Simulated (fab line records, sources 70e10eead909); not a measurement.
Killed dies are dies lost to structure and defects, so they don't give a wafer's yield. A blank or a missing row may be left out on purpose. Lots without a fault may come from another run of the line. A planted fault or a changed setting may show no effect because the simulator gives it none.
Chamber matching | flow nand_harc | NHARC_A_CONTACT_DEP_85 on pecvd-02: 3 sister chambers
The step deposits SiON, target thk 50 nm. 14 wafers are shown with their chamber, then 7 later ones without.

WAFERS WITH THEIR CHAMBER
wafer  | chamber | heater_power_w (W)
L078.1 | 0       | 704
L078.2 | 2       | 694
L078.6 | 0       | 702
L082.1 | 2       | 775
L082.3 | 0       | 736
L082.6 | 0       | 730
L091.1 | 1       | 766
L091.3 | 0       | 724
L091.6 | 2       | 840
L090.1 | 1       | 736
L090.5 | 1       | 738
L090.6 | 0       | 749
L093.1 | 1       | 693
L093.2 | 2       | 740

SIGNATURES (means of the wafers above)
reading        | chamber 0 | chamber 1 | chamber 2 | scatter within a chamber
heater_power_w | 724.17    | 733.25    | 762.25    | 37.9
Rule: a wafer's distance from a chamber is the root of the sum, over the readings, of the square of ((its reading less the chamber's mean) divided by the reading's scatter). The wafer belongs to the nearest chamber; if the next one is less than 2 further off, it can't be placed. The scatter: the root of (the sum of the squares of (reading less its chamber's mean) over the shown wafers, divided by (wafers less chambers)).

WAFERS WITHOUT THEIR CHAMBER
wafer  | heater_power_w (W)
L093.4 | 737
L094.2 | 840
L094.3 | 842
L094.6 | 693
L094.1 | 675
L094.4 | 827
L094.5 | 824

WHICH CHAMBER EACH WENT THROUGH
wafer  | from the rows above          | in truth
L093.4 | can't be placed: 1 or 0 or 2 | 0
L094.2 | can't be placed: 2 or 1 or 0 | 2
L094.3 | can't be placed: 2 or 1 or 0 | 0
L094.6 | can't be placed: 0 or 1 or 2 | 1
L094.1 | can't be placed: 0 or 1 or 2 | 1
L094.4 | can't be placed: 2 or 1 or 0 | 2
L094.5 | can't be placed: 2 or 1 or 0 | 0
Placed correctly: 0 of 7. Can't be placed from these rows: 7 (the true chamber is among the candidates in 7). Placed wrongly: 0.
